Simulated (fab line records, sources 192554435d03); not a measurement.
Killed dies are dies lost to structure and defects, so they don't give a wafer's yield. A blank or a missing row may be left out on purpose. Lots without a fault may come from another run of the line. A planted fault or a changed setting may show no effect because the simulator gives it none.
fab line records | flow n5_finfet | part 2 of 2: steps 30 to 35 of 35
record lots=5 wafers=15 last_day=18
route steps=1938 shown BEOL_M2@918 BEOL_M3@931
lots that met no fault: from a run of the same line without faults
start_h: hours from the record's first day to the start of the lot's first wafer shown | wait_h: hours since the lot's step before | " the same as in the row above | L1.1+2: a row that stands for several wafers | - no value, or no start given | * or withheld: withheld | < > ~ a bound
route shown NAME@n: a module of which the file shows steps, and the number in the route of the first | usual: mean/standard deviation of fault-free wafers | same: alike in all rows | chamber/n: place in a boat | sites: the reading at each site | _std_site: their standard deviation | _edge_site: outer sites' mean less inner sites' | radius_mm: how far each site lies from the wafer's centre | mask NAME#n: copy n | behind: the tool/chamber that last shaped the wafer | hold: why the lot was held/for how many hours/how that ended | device: the transistor (n, p or np) that didn't switch | end of line: the same wafers' tests at the end of the route | a step without rows: its recipe alone | killed: dies lost to structure and defects at the first sort, not the wafer's yield | map: a wafer's dies, x killed, . not, _ none there
set.NAME: the setting as run; set.NAME@STEP: as run at that earlier step | model.NAME: the simulator's own value behind a step, which no gauge read
lots at some steps of the route; a table a step, a row a wafer
services: from which hour (start_h, from the record's first day; less than 0 if before it) a tool's chamber was out of use, for how many hours, and why
## steps
# step N5_BEOL_M3_DESCUM_16
# recipe chemistry=O2 time_s=7 source_power_w=50 bias_power_w=20 pressure_mtorr=20 rf_frequency_hz=2.712e+07 temp_c=40 resist=CAR-EUV o2_flow_sccm=225
# usual drypump_motor_current_A=5.9/0.39 oes_product_au=0.75/0.063 rf_vpp_V=243.4/1.6 showerhead_plenum_p_Torr=2.10/0.087 throttle_valve_pct=20.44/0.26
# columns lot.wafer tool chamber start_h wait_h drypump_motor_current_A oes_product_au rf_hours_counter_h rf_vpp_V showerhead_plenum_p_Torr throttle_valve_pct
L076.2 rie_diel-05 0 164.81 0.7 5.5 0.76 130 241.1 2.01 20.64
L076.3 " 3 " " 5.8 0.72 182 243.2 2.17 20.56
L076.5 " 3 " " 5.8 0.72 - 242.8 2.17 20.56
L079.1 rie_diel-06 2 181.86 0.0 6.3 0.72 199 243.2 2.10 20.48
L079.2 " 1 " " 5.9 0.86 41 245.0 2.13 20.29
L079.5 " 3 " " 6.3 0.80 - 241.2 2.11 20.41
L081.2 rie_diel-05 2 189.12 0.0 5.6 0.68 240 244.1 2.16 20.74
L081.3 " 3 " " 5.8 0.72 188 244.3 2.17 20.59
L081.4 " 0 " " 5.5 0.75 137 241.9 2.01 20.63
L095.2 rie_diel-05 2 277.24 0.0 5.6 0.95 11 243.9 2.15 20.38
L095.5 " 3 " " 5.8 0.70 - 245.0 2.16 20.62
L095.6 " 0 " " 5.5 0.74 - 241.9 2.00 20.68
L096.2 rie_diel-06 1 286.34 0.0 5.8 0.80 79 242.8 2.11 20.35
L096.4 " 2 " " 6.3 0.69 225 245.0 2.09 20.53
L096.6 " 1 " " 5.8 0.80 - 244.5 2.11 20.36
# step N5_BEOL_M3_ETCH_74
# recipe chemistry=N2/H2 target=underlayer target_depth_a=65 mask_material=CAR-EUV time_s=5.2 ion_energy_ev=200 pressure_mtorr=30 source_w=840 bias_w=150 n2_flow_sccm=200 h2_flow_sccm=200 ends=cleared
# usual drypump_motor_current_A=5.9/0.39 etch_rf_on_time_s=5.23/0.13 oes_product_au=0.64/0.056 rf_vpp_V=524/3 showerhead_plenum_p_Torr=2.55/0.1 throttle_valve_pct=17.86/0.25
# columns lot.wafer tool chamber start_h wait_h drypump_motor_current_A etch_rf_on_time_s oes_product_au rf_hours_counter_h rf_vpp_V showerhead_plenum_p_Torr throttle_valve_pct
L076.2 rie_diel-05 0 164.84 0.0 5.6 5.20 0.65 130 520 2.44 18.11
L076.3 " 3 " " 5.8 5.36 0.61 182 527 2.64 18.04
L076.5 " 3 " " 5.8 5.34 0.61 - 526 2.64 18.01
L079.1 rie_diel-06 2 181.90 0.0 6.4 5.37 0.61 199 521 2.50 17.73
L079.2 " 1 " " 5.8 5.08 0.73 41 528 2.60 17.78
L079.5 " 3 " " 6.3 5.26 0.68 - 527 2.58 18.00
L081.2 rie_diel-05 2 189.16 0.0 5.7 5.20 0.58 240 527 2.60 18.06
L081.3 " 3 " " 5.8 5.36 0.60 188 527 2.64 18.02
L081.4 " 0 " " 5.6 5.20 0.65 137 523 2.44 18.12
L095.2 rie_diel-05 2 277.27 0.0 5.6 5.08 0.81 11 526 2.60 17.65
L095.5 " 3 " " 5.8 5.33 0.59 - 527 2.63 18.10
L095.6 " 0 " " 5.5 5.22 0.62 - 522 2.43 18.13
L096.2 rie_diel-06 1 286.37 0.0 5.8 5.11 0.70 79 524 2.58 17.86
L096.4 " 2 " " 6.4 5.32 0.59 225 525 2.49 17.80
L096.6 " 1 " " 5.9 5.06 0.69 - 525 2.58 17.90
# step N5_BEOL_M3_ETCH_63
# recipe chemistry=CF4 target=SiARC target_depth_a=156 mask_material=CAR-EUV time_s=26 ion_energy_ev=80 pressure_mtorr=40 source_w=545 bias_w=36 Ar_flow_sccm=100 cf4_flow_sccm=100 ends=cleared
# usual drypump_motor_current_A=5.9/0.39 etch_rf_on_time_s=26.2/0.58 oes_product_au=0.64/0.055 rf_vpp_V=184.1/1.3 showerhead_plenum_p_Torr=2.15/0.08 throttle_valve_pct=15.65/0.22
# columns lot.wafer tool chamber start_h wait_h drypump_motor_current_A etch_rf_on_time_s oes_product_au rf_hours_counter_h rf_vpp_V showerhead_plenum_p_Torr throttle_valve_pct
L076.2 rie_diel-05 0 164.86 0.0 5.6 26.1 0.65 130 183.3 2.06 15.81
L076.3 " 3 " " 5.8 26.7 0.62 182 184.6 2.23 15.82
L076.5 " 3 " " 5.8 26.6 0.61 - 184.6 2.23 15.82
L079.1 rie_diel-06 2 181.91 0.0 6.4 27.2 0.60 199 184.2 2.13 15.59
L079.2 " 1 " " 5.8 25.9 0.73 41 183.1 2.19 15.54
L079.5 " 3 " " 6.3 26.1 0.68 - 183.6 2.18 15.65
L081.2 rie_diel-05 2 189.18 0.0 5.6 26.1 0.58 240 184.7 2.18 15.81
L081.3 " 3 " " 5.8 26.6 0.61 188 184.8 2.23 15.84
L081.4 " 0 " " 5.5 26.3 0.64 137 182.7 2.06 15.82
L095.2 rie_diel-05 2 277.29 0.0 5.6 25.6 0.80 11 184.4 2.18 15.37
L095.5 " 3 " " 5.8 26.3 0.59 - 183.5 2.22 15.87
L095.6 " 0 " " 5.5 26.4 0.62 - 183.8 2.05 15.86
L096.2 rie_diel-06 1 286.39 0.0 5.8 26.0 0.68 79 183.2 2.18 15.62
L096.4 " 2 " " 6.3 27.1 0.59 225 184.9 2.12 15.64
L096.6 " 1 " " 5.9 25.9 0.69 - 182.8 2.18 15.62
# step N5_BEOL_M3_ETCH_64
# recipe chemistry=N2/H2 target=SOC target_depth_a=750 overetch_a=150 mask_material=SiARC temp_c=40 time_s=112.5 ion_energy_ev=200 pressure_mtorr=30 source_w=840 bias_w=150 n2_flow_sccm=200 h2_flow_sccm=200
# usual drypump_motor_current_A=5.9/0.39 oes_product_au=0.59/0.047 rf_vpp_V=524.1/3 showerhead_plenum_p_Torr=2.55/0.1 throttle_valve_pct=17.82/0.24
# columns lot.wafer tool chamber start_h wait_h drypump_motor_current_A oes_product_au rf_hours_counter_h rf_vpp_V showerhead_plenum_p_Torr throttle_valve_pct
L076.2 rie_diel-05 0 164.89 0.0 5.5 0.60 130 522.1 2.44 18.04
L076.3 " 3 " " 5.8 0.58 182 526.4 2.64 17.99
L076.5 " 3 " " 5.8 0.58 - 526.5 2.64 18.00
L079.1 rie_diel-06 2 181.94 0.0 6.4 0.57 199 523.0 2.50 17.71
L079.2 " 1 " " 5.8 0.68 41 525.0 2.60 17.76
L079.5 " 3 " " 6.3 0.63 - 524.5 2.58 17.96
L081.2 rie_diel-05 2 189.20 0.0 5.7 0.54 240 524.7 2.61 18.02
L081.3 " 3 " " 5.8 0.57 188 525.1 2.64 18.00
L081.4 " 0 " " 5.6 0.59 137 522.1 2.44 18.07
L095.2 rie_diel-05 2 277.32 0.0 5.6 0.73 11 525.7 2.60 17.61
L095.5 " 3 " " 5.8 0.56 - 525.2 2.63 18.06
L095.6 " 0 " " 5.5 0.57 - 520.8 2.43 18.11
L096.2 rie_diel-06 1 286.42 0.0 5.8 0.63 79 525.6 2.58 17.83
L096.4 " 2 " " 6.3 0.55 225 522.3 2.49 17.74
L096.6 " 1 " " 5.9 0.64 - 524.5 2.58 17.82
# step N5_BEOL_M3_STRIP_65
# recipe chemistry=N2/H2 temp_c=40 n2_flow_sccm=200 h2_flow_sccm=200 rf_frequency_hz=6e+07
# columns lot.wafer tool chamber start_h wait_h
L076.2+3+5 rie_diel-05 0,3,3 165.00 0.1
L079.1+2+5 rie_diel-06 2,1,3 182.05 0.1
L081.2+3+4 rie_diel-05 2,3,0 189.31 0.1
L095.2+5+6 rie_diel-05 2,3,0 277.42 0.1
L096.2+4+6 rie_diel-06 1,2,1 286.53 0.1
# step N5_BEOL_M3_STRIP_75
# recipe chemistry=N2/H2 temp_c=40 n2_flow_sccm=200 h2_flow_sccm=200 rf_frequency_hz=6e+07
# columns lot.wafer tool chamber start_h wait_h
L076.2+3+5 rie_diel-05 0,3,3 165.01 0.0
L079.1+2+5 rie_diel-06 2,1,3 182.06 0.0
L081.2+3+4 rie_diel-05 2,3,0 189.32 0.0
L095.2+5+6 rie_diel-05 2,3,0 277.43 0.0
L096.2+4+6 rie_diel-06 1,2,1 286.54 0.0
## services
# columns tool chamber start_h hours kind
euv_scanner-02 - 138.19 1.0 pm
pecvd-01 - 139.51 14.6 pm
cvd_co-01 0 141.80 9.5 repair
euv_scanner-01 - 150.10 1.0 pm
rie_diel-05 0 157.45 2.8 repair
cmp-03 - 165.20 3.8 pm
cmp-01 - 174.35 9.1 pm
euv_scanner-02 - 194.34 1.0 pm
ecd_cu-02 - 197.39 1.2 repair
rie_diel-06 2 201.30 23.7 repair
rie_diel-06 3 202.27 7.3 repair
euv_scanner-01 - 206.25 1.0 pm
ecd_cu-01 - 211.64 6.7 repair
ecd_cu-01 - 225.64 3.8 repair
pecvd-03 0 227.38 25.5 repair
pvd_sputter-01 - 231.67 2.2 repair
pvd_sputter-01 - 236.50 2.7 repair
ecd_cu-01 - 241.97 5.3 pm
euv_scanner-02 - 262.17 1.0 pm
pecvd-01 - 262.81 2.8 pm
euv_scanner-02 - 264.23 5.8 pm
pecvd-02 - 265.94 6.0 pm
rie_diel-06 0 271.64 2.8 repair
cmp-01 - 272.91 0.3 repair
